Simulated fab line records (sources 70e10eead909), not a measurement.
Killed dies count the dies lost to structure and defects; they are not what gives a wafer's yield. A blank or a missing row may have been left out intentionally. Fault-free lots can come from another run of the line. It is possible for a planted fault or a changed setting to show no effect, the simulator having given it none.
Matching of chambers / flow nand harc / NHARC_A_CONTACT_ETCH_92 on rie diel-01: 4 sister chambers
The step etches the open film in CH3F/O2, target depth 40 nm, time 85.7 s. 4 wafers are shown with their chamber, then 12 later ones without.

== WAFERS, EACH WITH ITS CHAMBER ==
wafer=L084.2; chamber=1; showerhead plenum p Torr (Torr)=2.33
wafer=L082.1; chamber=2; showerhead plenum p Torr (Torr)=2.40
wafer=L082.4; chamber=3; showerhead plenum p Torr (Torr)=2.42
wafer=L082.6; chamber=0; showerhead plenum p Torr (Torr)=2.65

== WAFERS MISSING THEIR CHAMBER ==
wafer=L086.2; showerhead plenum p Torr (Torr)=2.65
wafer=L086.4; showerhead plenum p Torr (Torr)=2.33
wafer=L086.5; showerhead plenum p Torr (Torr)=2.65
wafer=L088.2; showerhead plenum p Torr (Torr)=2.40
wafer=L088.4; showerhead plenum p Torr (Torr)=2.32
wafer=L088.5; showerhead plenum p Torr (Torr)=2.65
wafer=L095.2; showerhead plenum p Torr (Torr)=2.41
wafer=L095.5; showerhead plenum p Torr (Torr)=2.39
wafer=L095.6; showerhead plenum p Torr (Torr)=2.41
wafer=L096.1; showerhead plenum p Torr (Torr)=2.32
wafer=L096.3; showerhead plenum p Torr (Torr)=2.64
wafer=L096.5; showerhead plenum p Torr (Torr)=2.32

== EACH ONE'S CHAMBER ==
wafer=L086.2; from the rows above=0; in truth=0
wafer=L086.4; from the rows above=1; in truth=1
wafer=L086.5; from the rows above=0; in truth=0
wafer=L088.2; from the rows above=2; in truth=2
wafer=L088.4; from the rows above=1; in truth=1
wafer=L088.5; from the rows above=0; in truth=0
wafer=L095.2; from the rows above=can't be placed: 3 or 2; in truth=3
wafer=L095.5; from the rows above=2; in truth=2
wafer=L095.6; from the rows above=can't be placed: 3 or 2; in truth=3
wafer=L096.1; from the rows above=1; in truth=1
wafer=L096.3; from the rows above=0; in truth=0
wafer=L096.5; from the rows above=1; in truth=1
Correct placement for 10 of the 12. Cannot be placed on the basis of these rows: 2; the candidates contain the true chamber in 2. 0 placed wrongly.
How it was worked out, from the rows above alone: a wafer's distance from a chamber is the root of the sum, over the readings, of the square of ((its reading less the chamber's mean) divided by the reading's scatter). The wafer belongs to the nearest chamber; if the next one is less than 2 further off, it can't be placed. A chamber's mean is the mean of its shown wafers. The scatter (one wafer shown for each chamber): square how far every hidden wafer sits from the nearest shown wafer, average those squares and take the square root.
